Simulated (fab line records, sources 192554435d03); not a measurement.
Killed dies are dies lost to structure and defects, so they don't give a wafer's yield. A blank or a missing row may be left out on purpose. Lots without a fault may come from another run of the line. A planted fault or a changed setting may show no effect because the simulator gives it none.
fab line records | flow n5_finfet
record lots=11 wafers=31 last_day=18
route steps=1938 shown BEOL_M0@732 BEOL_M1@753 BEOL_M4@1111 PASSIVATION@1936
lots that met no fault: from a run of the same line without faults
start_h: hours from the record's first day to the start of the lot's first wafer shown | wait_h: hours since the lot's step before | " the same as in the row above | L1.1+2: a row that stands for several wafers | - no value, or no start given | * or withheld: withheld | < > ~ a bound
route shown NAME@n: a module of which the file shows steps, and the number in the route of the first | usual: mean/standard deviation of fault-free wafers | same: alike in all rows | chamber/n: place in a boat | sites: the reading at each site | _std_site: their standard deviation | _edge_site: outer sites' mean less inner sites' | radius_mm: how far each site lies from the wafer's centre | mask NAME#n: copy n | behind: the tool/chamber that last shaped the wafer | hold: why the lot was held/for how many hours/how that ended | device: the transistor (n, p or np) that didn't switch | end of line: the same wafers' tests at the end of the route | a step without rows: its recipe alone | killed: dies lost to structure and defects at the first sort, not the wafer's yield | map: a wafer's dies, x killed, . not, _ none there
set.NAME: the setting as run; set.NAME@STEP: as run at that earlier step | model.NAME: the simulator's own value behind a step, which no gauge read
steps of the route over a sample of lots; a table a step, a row a wafer
services: from which hour (start_h, from the record's first day; less than 0 if before it) a tool's chamber was out of use, for how many hours, and why
## steps
# step N5_BEOL_M0_SURFACE_TREAT_137
# recipe gas=Ar time_s=* ion_energy_ev=* ion_current_ma_cm2=0.5 pressure_mtorr=* ar_flow_sccm=30
# usual throttle_valve_pct=*
# same time_s=*
# columns lot.wafer tool chamber start_h wait_h throttle_valve_pct
L379.1 pvd_sputter-02 - 158.17 0.2 *
L379.3 " - " " *
L379.6 " - " " *
L383.1 pvd_sputter-01 - 163.73 0.2 *
L383.3 " - " " *
L383.6 " - " " *
L384.1 pvd_sputter-01 - 163.77 0.1 *
L384.4 " - " " *
L384.5 " - " " *
L385.3 pvd_sputter-02 - 176.50 0.2 *
L385.5 " - " " *
L385.6 " - " " *
L386.2 pvd_sputter-03 - 177.01 0.2 *
L386.5 " - " " *
L386.6 " - " " *
L389.3 pvd_sputter-02 - 200.36 0.2 *
L389.4 " - " " *
L389.5 " - " " *
L395.2 pvd_sputter-01 - 233.60 0.2 *
L395.6 " - " " *
L396.2 pvd_sputter-03 - 241.17 0.1 *
L396.4 " - " " *
L397.4 pvd_sputter-01 - 247.60 0.1 *
L397.5 " - " " *
L397.6 " - " " *
L398.1 pvd_sputter-02 - 251.07 0.1 *
L398.3 " - " " *
L398.5 " - " " *
L399.2 pvd_sputter-01 - 261.85 0.1 *
L399.3 " - " " *
L399.6 " - " " *
# step N5_BEOL_M0_SPUTTER_116
# recipe material=Cu target_thk_a=40 temp_c=-20 chamber_pressure_pa=0.07 power_w=withheld time_s=7.37
# usual susceptor_temp_C=-20.01/0.11 throttle_valve_pct=30.3/1.3
# same time_s=7.37
# columns lot.wafer tool chamber start_h wait_h susceptor_temp_C throttle_valve_pct
L379.1 pvd_sputter-02 - 158.41 0.1 -20.05 29.7
L379.3 " - " " -20.12 31.0
L379.6 " - " " -20.17 30.4
L383.1 pvd_sputter-01 - 164.13 0.1 -20.03 30.7
L383.3 " - " " -19.97 31.2
L383.6 " - " " -20.08 30.9
L384.1 pvd_sputter-03 - 164.22 0.1 -19.82 27.4
L384.4 " - " " -19.93 33.5
L384.5 " - " " -19.98 33.4
L385.3 pvd_sputter-02 - 176.72 0.1 -19.90 30.0
L385.5 " - " " -20.11 30.8
L385.6 " - " " -20.10 31.2
L386.2 pvd_sputter-01 - 177.44 0.1 -20.21 30.9
L386.5 " - " " -20.02 28.6
L386.6 " - " " -19.84 29.7
L389.3 pvd_sputter-02 - 200.58 0.1 -20.06 30.6
L389.4 " - " " -19.91 29.5
L389.5 " - " " -20.04 29.5
L395.2 pvd_sputter-02 - 235.27 1.6 -20.08 31.3
L395.6 " - " " -20.01 30.2
L396.2 pvd_sputter-03 - 241.35 0.1 -20.07 30.0
L396.4 " - " " -20.02 27.4
L397.4 pvd_sputter-03 - 247.78 0.0 -19.84 33.4
L397.5 " - " " -20.03 33.4
L397.6 " - " " -20.10 27.4
L398.1 pvd_sputter-01 - 251.93 0.5 -20.10 29.3
L398.3 " - " " -19.93 30.6
L398.5 " - " " -20.20 29.6
L399.2 pvd_sputter-01 - 264.05 1.9 -20.00 31.0
L399.3 " - " " -19.97 30.7
L399.6 " - " " -19.97 30.9
# step N5_BEOL_M1_PECVD_72
# recipe material=SiO2 target_thk_a=160 temp_c=400 precursor=TEOS/O2 pressure_torr=5.5 rf_w=450 teos_flow_sccm=53.8 gas=O2 flow_sccm=3000 time_s=18
# usual chamber_pressure_Torr=5.501/0.012 heater_power_outer_w=381/46 heater_power_w=663/63 showerhead_plenum_p_Torr=8.76/0.061 susceptor_temp_C=400.01/0.23 throttle_valve_pct=22.4/0.83 time_s=18/0
# columns lot.wafer tool chamber start_h wait_h chamber_pressure_Torr heater_power_outer_w heater_power_w showerhead_plenum_p_Torr susceptor_temp_C throttle_valve_pct time_s
L379.1 pecvd-01 2 159.99 0.0 5.500 392 639 8.73 399.85 23.5 18
L379.3 " 1 " " 5.518 327 591 8.75 399.93 23.7 18
L379.6 " 1 " " 5.497 334 607 8.75 400.20 23.3 18
L383.1 pecvd-02 0 166.17 0.0 5.497 372 692 8.80 399.92 22.1 18
L383.3 " 2 " " 5.488 390 684 8.83 399.90 21.5 18
L383.6 " 2 " " 5.514 392 685 8.84 400.00 21.5 18
L384.1 pecvd-03 1 166.44 0.0 - - - - - - -
L384.4 " 1 " " - - - - - - -
L384.5 " 0 " " - - - - - - -
L385.3 pecvd-02 2 178.47 0.0 - - - - - - -
L385.5 " 1 " " - - - - - - -
L385.6 " 2 " " - - - - - - -
L386.2 pecvd-02 2 179.01 0.0 - - - - - - -
L386.5 " 0 " " - - - - - - -
L386.6 " 1 " " - - - - - - -
L389.3 pecvd-02 2 203.26 0.0 5.508 328 634 8.84 399.98 22.0 18
L389.4 " 1 " " 5.475 476 814 8.74 400.15 22.8 18
L389.5 " 0 " " 5.504 377 674 8.80 400.08 22.4 18
L395.2 pecvd-02 0 237.41 0.0 5.520 348 633 8.79 399.70 22.3 18
L395.6 " 2 " " 5.498 360 645 8.83 400.05 21.7 18
L396.2 pecvd-03 1 243.09 0.0 5.514 452 774 8.79 399.65 23.4 18
L396.4 " 1 " " 5.506 454 766 8.79 400.07 23.5 18
L397.4 pecvd-01 1 250.39 0.1 5.498 333 569 8.74 400.01 23.5 18
L397.5 " 0 " " 5.517 359 604 8.65 400.12 22.3 18
L397.6 " 2 " " 5.503 336 571 8.71 399.72 21.1 18
L398.1 pecvd-02 2 253.76 0.0 5.497 323 616 8.84 400.05 21.8 18
L398.3 " 0 " " 5.488 378 683 8.80 399.91 22.3 18
L398.5 " 1 " " 5.488 427 771 8.72 400.25 22.9 18
L399.2 pecvd-03 2 266.49 0.0 5.512 253 513 8.83 400.18 21.2 18
L399.3 " 1 " " 5.481 452 758 8.78 399.92 23.3 18
L399.6 " 1 " " 5.479 439 764 8.81 399.95 23.4 18
# step N5_BEOL_M1_OVL_MEAS_12
# recipe points_per_wafer=522
# usual M1_OVL=0.4/0.66
# columns lot.wafer tool chamber start_h wait_h M1_OVL[nm]
L379.1 overlay-01 0 161.26 0.0 0.7
L379.3 " 0 " " 1.0
L379.6 " 0 " " 0.6
L383.1 overlay-01 0 166.94 0.0 -0.7
L383.3 " 0 " " 0.2
L383.6 " 0 " " 1.6
L384.1 overlay-02 0 166.98 0.0 0.4
L384.4 " 0 " " -0.8
L384.5 " 0 " " 0.2
L385.3 overlay-02 0 180.14 0.0 0.5
L385.5 " 0 " " 0.1
L385.6 " 0 " " -0.6
L386.2 overlay-01 0 180.17 0.0 1.5
L386.5 " 0 " " 1.9
L386.6 " 0 " " 2.0
L389.3 overlay-01 0 203.84 0.0 0.0
L389.4 " 0 " " -0.2
L389.5 " 0 " " -0.9
L395.2 overlay-01 0 239.44 0.0 0.5
L395.6 " 0 " " -0.6
L396.2 overlay-01 0 244.98 0.0 1.8
L396.4 " 0 " " 1.2
L397.4 overlay-02 0 251.28 0.0 0.7
L397.5 " 0 " " 0.5
L397.6 " 0 " " 0.0
L398.1 overlay-02 0 254.30 0.0 0.2
L398.3 " 0 " " 0.6
L398.5 " 0 " " 1.2
L399.2 overlay-01 0 268.05 0.0 1.4
L399.3 " 0 " " 0.6
L399.6 " 0 " " 1.2
# step N5_BEOL_M4_RC_MEAS_101
# usual DIBL_N=35.6/1.7 DIBL_P=35.0/2 IOFF_N=0.148/0.027 IOFF_P=0.19/0.032 ION_N=671/14 ION_P=460/9.1 SS_N=71.3/0.62 SS_P=73.0/0.64 VT_N=251/3.2 VT_P=-251.5/2.9
# columns lot.wafer tool chamber start_h wait_h DIBL_N[mV/V] DIBL_P[mV/V] IOFF_N[nA/um] IOFF_P[nA/um] ION_N[uA/um] ION_P[uA/um] SS_N[mV/dec] SS_P[mV/dec] VT_N[mV] VT_P[mV]
L379.1 prober-01 0 207.20 0.0 38.2 38.9 0.168 0.20 692 473 72.1 73.6 250 -252.7
L379.3 " 0 " " 38.3 39.4 0.180 0.22 685 466 71.9 73.4 248 -253.7
L379.6 " 0 " " 37.6 38.2 0.164 0.20 687 465 71.9 73.0 249 -252.6
L383.1 prober-02 0 215.61 0.0 37.1 36.6 0.197 0.23 695 472 71.7 73.7 245 -246.6
L383.3 " 0 " " 34.2 32.5 0.137 0.17 684 469 70.8 72.0 249 -251.2
L383.6 " 0 " " 34.7 33.0 0.146 0.17 683 461 71.3 72.5 249 -253.8
L384.1 prober-02 0 217.39 0.0 35.7 34.8 0.150 0.21 679 469 71.5 72.9 251 -249.0
L384.4 " 0 " " 35.9 36.2 0.157 0.23 663 458 71.7 73.0 250 -249.4
L384.5 " 0 " " 35.4 35.7 0.155 0.22 680 465 71.7 72.7 249 -250.6
L385.3 prober-01 0 248.31 0.3 33.8 34.1 0.140 0.22 674 467 71.2 73.1 250 -246.6
L385.5 " 0 " " 34.2 34.7 0.161 0.23 690 472 71.3 73.4 245 -246.9
L385.6 " 0 " " 37.2 38.8 0.214 0.31 680 473 72.0 74.6 245 -244.7
L386.2 prober-01 0 249.09 0.6 34.4 36.7 0.149 0.25 679 471 71.1 74.1 249 -246.7
L386.5 " 0 " " 31.1 31.3 0.094 0.16 650 460 71.0 71.8 257 -249.5
L386.6 " 0 " " 35.0 36.3 0.163 0.24 687 472 71.4 73.4 248 -247.2
L389.3 prober-01 0 275.81 0.3 34.1 32.5 0.126 0.17 673 468 70.2 72.2 252 -252.6
L389.4 " 0 " " 36.7 35.3 0.179 0.22 701 476 70.7 73.4 244 -248.5
L389.5 " 0 " " 35.3 33.7 0.135 0.19 669 463 70.7 72.8 251 -252.8
L395.2 prober-01 0 300.09 0.2 36.7 34.2 0.147 0.18 655 454 71.5 72.7 252 -250.2
L395.6 " 0 " " 35.3 34.1 0.133 0.18 682 476 70.5 72.9 252 -251.4
L396.2 prober-02 0 305.38 0.2 35.5 34.2 0.119 0.18 662 458 70.5 72.3 253 -251.4
L396.4 " 0 " " 40.2 40.5 0.222 0.30 692 475 72.3 73.4 247 -244.4
L397.4 prober-02 0 308.85 0.5 34.3 32.5 0.125 0.17 661 453 71.1 72.1 250 -253.9
L397.5 " 0 " " 36.1 34.7 0.166 0.21 677 458 71.4 72.9 245 -248.5
L397.6 " 0 " " 33.4 31.5 0.114 0.16 662 460 70.9 71.8 254 -254.1
L399.2 prober-02 0 321.94 0.2 37.7 37.6 0.200 0.22 701 468 71.8 74.1 246 -253.1
L399.3 " 0 " " 35.9 35.5 0.155 0.19 679 458 71.2 73.3 249 -251.3
L399.6 " 0 " " 36.3 36.0 0.166 0.20 681 456 71.3 73.6 245 -250.3
L398.1 prober-01 0 322.01 0.0 37.0 37.4 0.156 0.22 677 472 71.3 73.3 250 -251.2
L398.3 " 0 " " 36.2 35.8 0.144 0.18 680 464 71.2 72.3 251 -253.6
L398.5 " 0 " " 34.6 33.7 0.120 0.16 668 462 69.9 72.6 254 -252.9
# step N5_PASSIVATION_PROBE_49
# usual defect_limited_yield=91.2/1.6 killed_at_M0_to_M3=35/11 killed_at_M4_up=14/5.4 killed_at_contacts=13/6 killed_at_front_end=38/11 killed_at_other=3.4/2.6 killed_dies=104/19 killed_on_rim=13/3.9 killed_open=68/13 killed_short=34/8.5 sort_bin_5_function=5.1/1 sort_bin_6_memory=3.3/0.72 sort_bin_8_speed=0.1/0.9 sort_n_pass=1075/22 sort_yield_pct=91.1/1.9
# same gross_dies=1180 killed_at_back_side=0 sort_bin_4_leakage[%]=0
# columns lot.wafer tool chamber start_h wait_h defect_limited_yield[%] killed_at_M0_to_M3 killed_at_M4_up killed_at_contacts killed_at_front_end killed_at_other killed_dies killed_on_rim killed_open killed_short sort_bin_5_function[%] sort_bin_6_memory[%] sort_bin_8_speed[%] sort_n_pass sort_yield_pct[%]
L384.1 prober-01 - 331.49 0.0 64.2 349 12 18 43 1 423 123 67 30 32.1 2.6 0 757 64.2
L384.4 prober-01 - 331.64 0.2 64.7 353 13 11 36 3 416 119 60 26 31.8 3.1 0 764 64.7
L384.5 prober-01 - 331.69 0.2 64.5 353 9 17 36 4 419 106 63 41 32.4 2.7 0 761 64.5
L383.1 prober-01 - 333.48 0.0 92.3 25 10 8 43 5 91 11 66 17 4.6 2.4 0 1089 92.3
L383.3 prober-01 - 333.58 0.1 89.8 54 8 12 46 0 120 18 67 52 6.5 3.1 0 1060 89.8
L383.6 prober-01 - 333.73 0.3 92.7 30 7 7 42 0 86 10 59 23 4.3 2.8 0 1094 92.7
L386.2 prober-02 - 355.92 0.1 65.6 341 11 11 39 4 406 119 72 23 30.5 3.6 0 774 65.6
L386.5 prober-02 - 356.07 0.2 63.9 349 21 7 44 5 426 32 82 39 32.2 3.6 0.1 753 63.8
L386.6 prober-02 - 356.12 0.3 62.2 357 23 12 50 4 446 24 95 49 32.5 4.9 0 734 62.2
L385.3 prober-02 - 362.69 0.1 66.3 339 8 5 38 8 398 107 47 31 31.0 2.3 0 782 66.3
L385.5 prober-02 - 362.79 0.2 66.3 357 14 4 17 6 398 11 46 34 30.3 3.1 0 782 66.3
L385.6 prober-02 - 362.84 0.3 67.2 351 6 4 24 2 387 110 52 34 29.7 2.5 0 793 67.2
L389.3 prober-01 - 395.66 0.1 90.5 44 6 20 36 6 112 14 75 34 5.3 3.9 0 1068 90.5
L389.4 prober-01 - 395.71 0.2 93.1 30 12 17 21 1 81 8 51 27 4.0 2.6 0 1099 93.1
L389.5 prober-01 - 395.76 0.2 91.3 44 15 9 29 6 103 17 68 31 5.4 2.7 0 1077 91.3
L396.2 prober-01 - 409.02 0.1 88.1 31 22 20 67 0 140 18 94 43 7.4 4.0 0 1040 88.1
L396.4 prober-01 - 409.12 0.2 90.8 37 15 16 39 1 108 16 69 37 5.3 3.6 0 1072 90.8
L397.4 prober-01 - 422.32 0.6 92.3 26 15 10 37 3 91 8 62 29 4.2 3.4 0 1089 92.3
L397.5 prober-01 - 422.37 0.6 94.3 21 10 2 34 0 67 7 50 17 3.5 2.0 0 1113 94.3
L397.6 prober-01 - 422.42 0.7 93.0 16 21 18 26 2 83 6 61 21 4.2 2.7 0 1097 93.0
L398.1 prober-01 - 436.53 0.0 91.6 23 20 3 50 3 99 20 71 27 4.4 3.4 0 1081 91.6
L398.3 prober-01 - 436.63 0.1 91.5 36 19 12 33 0 100 11 73 26 5.3 3.0 0 1080 91.5
L398.5 prober-01 - 436.73 0.2 92.3 18 11 10 52 0 91 8 64 27 4.3 3.2 0 1089 92.3
# killed by level:class
L384.1 BEOL_M1:area_pecvd=315 MOL_CONTACT_COAG:geometric_particle:open=15 BEOL_M2:geometric_particle:open=9 FIN_SAQP:geometric_particle:open=7 FIN_SAQP:geometric_particle:short=7 BEOL_M3:geometric_particle:open=7 HKMG_FIN:area_etch=7 BEOL_M1:geometric_particle:open=6
L384.4 BEOL_M1:area_pecvd=328 FIN_SAQP:geometric_particle:open=11 MOL_CONTACT_COAG:geometric_particle:open=10 BEOL_M3:geometric_particle:open=7 BEOL_M2:geometric_particle:open=6 FIN_SAQP:geometric_particle:short=4 BEOL_M1:geometric_particle:open=4 BEOL_M3:geometric_particle:short=4
L384.5 BEOL_M1:area_pecvd=314 MOL_CONTACT_COAG:geometric_particle:open=15 BEOL_M2:geometric_particle:open=9 BEOL_M3:geometric_particle:short=8 BEOL_M3:geometric_particle:open=7 FIN_SAQP:geometric_particle:open=5 GATE_CUT:geometric_particle:short=5 BEOL_M2:geometric_particle:short=5
L383.1 FIN_SAQP:geometric_particle:open=12 HKMG_FIN:area_etch=8 STI_FIN_REVEAL:geometric_particle:open=7 MOL_CONTACT_COAG:geometric_particle:open=7 BEOL_M2:geometric_particle:open=7 BEOL_M0_SAQP:geometric_particle:open=6 GATE_CUT:geometric_particle:open=5 BEOL_M1:geometric_particle:open=5
L383.3 BEOL_M0_SAQP:geometric_particle:short=20 BEOL_M0_SAQP:geometric_particle:open=12 FIN_SAQP:geometric_particle:open=10 STI_FIN_REVEAL:geometric_particle:open=8 GATE_CUT:geometric_particle:short=8 BEOL_M1:geometric_particle:open=8 FIN_SAQP:geometric_particle:short=7 MOL_CONTACT_COAG:geometric_particle:open=6
L383.6 FIN_SAQP:geometric_particle:open=10 BEOL_M1:geometric_particle:open=9 STI_FIN_REVEAL:geometric_particle:open=8 GATE_CUT:geometric_particle:short=8 BEOL_M2:geometric_particle:open=8 BEOL_M0_SAQP:geometric_particle:short=7 STARTING-WAFER:geometric_particle:open=5 MOL_CONTACT_COAG:geometric_particle:open=5
L386.2 BEOL_M1:area_pecvd=310 BEOL_M0_SAQP:geometric_particle:open=11 MOL_CONTACT_COAG:geometric_particle:open=9 DUMMY_GATE:geometric_particle:open=8 FIN_SAQP:geometric_particle:open=5 STI_FIN_REVEAL:geometric_particle:open=5 STARTING-WAFER:geometric_particle:short=5 GATE_CUT:geometric_particle:short=4
L386.5 BEOL_M1:area_pecvd=305 FIN_SAQP:geometric_particle:open=15 STI_FIN_REVEAL:geometric_particle:open=10 FIN_SAQP:geometric_particle:short=9 BEOL_M0_SAQP:geometric_particle:open=9 BEOL_M2:geometric_particle:open=8 BEOL_M0_SAQP:geometric_particle:short=7 BEOL_M4:geometric_particle:open=7
L386.6 BEOL_M1:area_pecvd=300 FIN_SAQP:geometric_particle:open=12 BEOL_M0_SAQP:geometric_particle:short=11 MOL_CONTACT_COAG:geometric_particle:open=10 BEOL_M2:geometric_particle:open=9 FIN_SAQP:geometric_particle:short=8 BEOL_M0_SAQP:geometric_particle:open=8 BEOL_M1:geometric_particle:open=8
L385.3 BEOL_M1:area_pecvd=320 FIN_SAQP:geometric_particle:open=11 BEOL_M0_SAQP:geometric_particle:short=7 FIN_SAQP:geometric_particle:short=6 MOL_CONTACT_COAG:geometric_particle:open=5 PASS1_CAP:geometric_particle:open=5 BEOL_M2:geometric_particle:open=4 STARTING-WAFER:geometric_particle:short=4
L385.5 BEOL_M1:area_pecvd=317 BEOL_M2:geometric_particle:open=9 BEOL_M4:geometric_particle:open=9 BEOL_M3:geometric_particle:open=7 FIN_SAQP:geometric_particle:short=6 BEOL_M0_SAQP:geometric_particle:open=6 BEOL_M0_SAQP:geometric_particle:short=5 PASS1_CAP:geometric_particle:short=5
L385.6 BEOL_M1:area_pecvd=299 BEOL_M3:geometric_particle:open=13 BEOL_M0_SAQP:geometric_particle:short=12 BEOL_M0_SAQP:geometric_particle:open=11 FIN_SAQP:geometric_particle:open=5 BEOL_M0:geometric_particle:open=5 FIN_SAQP:geometric_particle:short=4 MOL_CONTACT_COAG:geometric_particle:open=3
L389.3 MOL_CONTACT_COAG:geometric_particle:open=19 BEOL_M2:geometric_particle:open=9 STI_FIN_REVEAL:geometric_particle:open=8 BEOL_M0_SAQP:geometric_particle:open=8 BEOL_M1:geometric_particle:open=6 BEOL_M2:geometric_particle:short=6 FIN_SAQP:geometric_particle:short=5 ILD0:geometric_particle:short=5
L389.4 MOL_CONTACT_COAG:geometric_particle:open=14 BEOL_M2:geometric_particle:open=7 BEOL_M3:geometric_particle:open=7 BEOL_M0_SAQP:geometric_particle:short=6 FIN_SAQP:geometric_particle:short=5 BEOL_M0_SAQP:geometric_particle:open=5 DUMMY_GATE:geometric_particle:open=4 BEOL_M7:geometric_particle:open=4
L389.5 STI_FIN_REVEAL:geometric_particle:open=9 BEOL_M0_SAQP:geometric_particle:short=9 BEOL_M0_SAQP:geometric_particle:open=9 MOL_CONTACT_COAG:geometric_particle:open=7 BEOL_M3:geometric_particle:open=6 DUMMY_GATE:geometric_particle:open=5 BEOL_M1:geometric_particle:open=5 BEOL_M2:geometric_particle:open=5
L396.2 STI_FIN_REVEAL:geometric_particle:open=20 MOL_CONTACT_COAG:geometric_particle:open=16 FIN_SAQP:geometric_particle:short=14 BEOL_M4:geometric_particle:open=14 BEOL_M3:geometric_particle:open=9 FIN_SAQP:geometric_particle:open=8 STI_FIN_REVEAL:geometric_particle:short=5 BEOL_M0_SAQP:geometric_particle:short=5
L396.4 MOL_CONTACT_COAG:geometric_particle:open=15 BEOL_M3:geometric_particle:open=13 BEOL_M0_SAQP:geometric_particle:open=9 BEOL_M0_SAQP:geometric_particle:short=9 FIN_SAQP:geometric_particle:short=8 STI_FIN_REVEAL:geometric_particle:open=6 FIN_SAQP:geometric_particle:open=6 STI_FIN_REVEAL:geometric_particle:short=4
L397.4 FIN_SAQP:geometric_particle:open=11 MOL_CONTACT_COAG:geometric_particle:open=10 FIN_SAQP:geometric_particle:short=6 BEOL_M2:geometric_particle:open=6 BEOL_M0:geometric_particle:open=5 STI_FIN_REVEAL:geometric_particle:open=4 DUMMY_GATE:geometric_particle:open=4 BEOL_M3:geometric_particle:open=4
L397.5 STI_FIN_REVEAL:geometric_particle:open=12 FIN_SAQP:geometric_particle:short=6 BEOL_M0:geometric_particle:open=6 BEOL_M2:geometric_particle:open=6 STARTING-WAFER:geometric_particle:open=5 FIN_SAQP:geometric_particle:open=4 BEOL_M4:geometric_particle:open=4 BEOL_M0_SAQP:geometric_particle:short=3
L397.6 MOL_CONTACT_COAG:geometric_particle:open=16 BEOL_M4:geometric_particle:open=11 BEOL_M0_SAQP:geometric_particle:short=7 STI_FIN_REVEAL:geometric_particle:open=5 DUMMY_GATE:geometric_particle:open=5 FIN_SAQP:geometric_particle:open=4 BEOL_M2:geometric_particle:open=4 GATE_CUT:geometric_particle:short=3
L398.1 STI_FIN_REVEAL:geometric_particle:open=19 BEOL_M4:geometric_particle:open=10 FIN_SAQP:geometric_particle:open=8 BEOL_M1:geometric_particle:open=8 FIN_SAQP:geometric_particle:short=5 GATE_CUT:geometric_particle:short=5 BEOL_M0:geometric_particle:open=5 STARTING-WAFER:geometric_particle:short=4
L398.3 BEOL_M3:geometric_particle:open=12 MOL_CONTACT_COAG:geometric_particle:open=11 BEOL_M4:geometric_particle:open=9 STI_FIN_REVEAL:geometric_particle:open=7 BEOL_M2:geometric_particle:open=7 GATE_CUT:geometric_particle:short=5 BEOL_M0_SAQP:geometric_particle:short=5 BEOL_M0_SAQP:geometric_particle:open=5
L398.5 STI_FIN_REVEAL:geometric_particle:open=13 FIN_SAQP:geometric_particle:open=9 FIN_SAQP:geometric_particle:short=8 BEOL_M1:geometric_particle:open=8 BEOL_M4:geometric_particle:open=8 MOL_CONTACT_COAG:geometric_particle:open=6 BEOL_M3:geometric_particle:open=5 GATE_CUT:geometric_particle:open=4
## services
# columns tool chamber start_h hours kind
pecvd-03 - 143.45 0.3 repair
pecvd-03 - 154.35 1.2 repair
pvd_sputter-02 - 159.51 2.8 repair
pecvd-01 - 164.59 14.6 pm
pecvd-01 2 202.43 - clean
pecvd-01 2 202.43 - consumable_replace:showerhead
pecvd-01 2 202.43 29.0 scheduled_down
pecvd-01 2 202.43 29.0 vent_cycle
pecvd-03 - 203.07 0.6 repair
pvd_sputter-02 - 207.13 4.6 repair
pecvd-02 - 213.43 0.8 repair
pecvd-01 1 232.63 - calibration
pvd_sputter-03 - 239.40 1.2 repair
pecvd-03 2 241.42 8.2 repair
## key
first_sign step=N5_BEOL_M1_PECVD_72 reading=tool_record direction=missing
effect step=N5_PASSIVATION_PROBE_49 reading=killed_at_M0_to_M3 direction=up sigmas=30 usual=35 struck=350
more_kills_born_at N5_BEOL_M1_PECVD_72@pecvd-02=1850 N5_BEOL_M1_PECVD_72@pecvd-03=957
met_at N5_BEOL_M1_PECVD_72
struck_lots L384,L385,L386
not_acting_at N5_BEOL_M0_SURFACE_TREAT_137,N5_BEOL_M0_SPUTTER_116,N5_BEOL_M1_OVL_MEAS_12
onset_between 166.17 166.44
fault kind=skipped_step_whole tool=pecvd-02,pecvd-03 chamber=- onset_h=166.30 steps=N5_BEOL_M1_PECVD_72 scope=struck_lots_only
